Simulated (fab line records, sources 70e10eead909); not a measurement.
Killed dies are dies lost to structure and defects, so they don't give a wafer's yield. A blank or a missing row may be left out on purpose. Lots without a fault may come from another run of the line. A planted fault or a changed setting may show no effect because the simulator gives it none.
Chamber matching | flow nand_harc | NHARC_A_SLIT_ETCH_24 on rie_diel-07: 4 sister chambers
The step etches the open film in CF4/CHF3, target depth 121 nm, time 60.5 s. 20 wafers are shown with their chamber, then 10 later ones without.

WAFERS WITH THEIR CHAMBER
wafer  | chamber | showerhead_plenum_p_Torr (Torr) | drypump_motor_current_A (A) | rf_fwd_power_W (W)
L074.1 | 2       | 1.62                            | 6.4                         | 492.8
L074.3 | 3       | 1.53                            | 5.8                         | 497.3
L074.5 | 0       | 1.53                            | 5.8                         | 494.8
L082.3 | 0       | 1.53                            | 5.8                         | 496.6
L082.5 | 2       | 1.62                            | 6.4                         | 489.8
L082.6 | 1       | 1.53                            | 6.4                         | 494.3
L085.4 | 1       | 1.53                            | 6.4                         | 494.1
L085.5 | 3       | 1.53                            | 5.8                         | 497.3
L085.6 | 0       | 1.53                            | 5.8                         | 498.9
L087.2 | 3       | 1.53                            | 5.8                         | 495.9
L087.3 | 2       | 1.62                            | 6.5                         | 495.8
L087.6 | 0       | 1.52                            | 5.8                         | 498.5
L088.3 | 0       | 1.52                            | 5.8                         | 496.1
L088.4 | 0       | 1.52                            | 5.8                         | 495.4
L088.6 | 2       | 1.62                            | 6.4                         | 492.9
L091.1 | 3       | 1.53                            | 5.8                         | 497.3
L091.4 | 2       | 1.62                            | 6.5                         | 489.9
L091.6 | 2       | 1.62                            | 6.5                         | 491.9
L092.3 | 3       | 1.53                            | 5.8                         | 497.8
L092.4 | 0       | 1.52                            | 5.7                         | 499.4

SIGNATURES (means of the wafers above)
reading                  | chamber 0 | chamber 1 | chamber 2 | chamber 3 | scatter within a chamber
showerhead_plenum_p_Torr | 1.5243    | 1.5300    | 1.6200    | 1.5300    | 0.00327
drypump_motor_current_A  | 5.786     | 6.400     | 6.450     | 5.800     | 0.0384
rf_fwd_power_W           | 497.100   | 494.200   | 492.183   | 497.120   | 1.71
Rule: a wafer's distance from a chamber is the root of the sum, over the readings, of the square of ((its reading less the chamber's mean) divided by the reading's scatter). The wafer belongs to the nearest chamber; if the next one is less than 2 further off, it can't be placed. The scatter: the root of (the sum of the squares of (reading less its chamber's mean) over the shown wafers, divided by (wafers less chambers)).

WAFERS WITHOUT THEIR CHAMBER
wafer  | showerhead_plenum_p_Torr (Torr) | drypump_motor_current_A (A) | rf_fwd_power_W (W)
L092.5 | 1.53                            | 5.8                         | 494.9
L094.4 | 1.62                            | 6.4                         | 492.7
L094.5 | 1.62                            | 6.4                         | 492.0
L094.6 | 1.53                            | 6.4                         | 496.1
L095.2 | 1.53                            | 6.4                         | 495.7
L095.4 | 1.53                            | 5.7                         | 496.2
L095.5 | 1.52                            | 5.8                         | 498.3
L097.1 | 1.52                            | 5.8                         | 498.1
L097.3 | 1.62                            | 6.4                         | 491.9
L097.5 | 1.52                            | 5.8                         | 498.4

WHICH CHAMBER EACH WENT THROUGH
wafer  | from the rows above     | in truth
L092.5 | can't be placed: 3 or 0 | 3
L094.4 | 2                       | 2
L094.5 | 2                       | 2
L094.6 | 1                       | 1
L095.2 | 1                       | 1
L095.4 | can't be placed: 3 or 0 | 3
L095.5 | can't be placed: 0 or 3 | 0
L097.1 | can't be placed: 0 or 3 | 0
L097.3 | 2                       | 2
L097.5 | can't be placed: 0 or 3 | 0
Placed correctly: 5 of 10. Can't be placed from these rows: 5 (the true chamber is among the candidates in 5). Placed wrongly: 0.
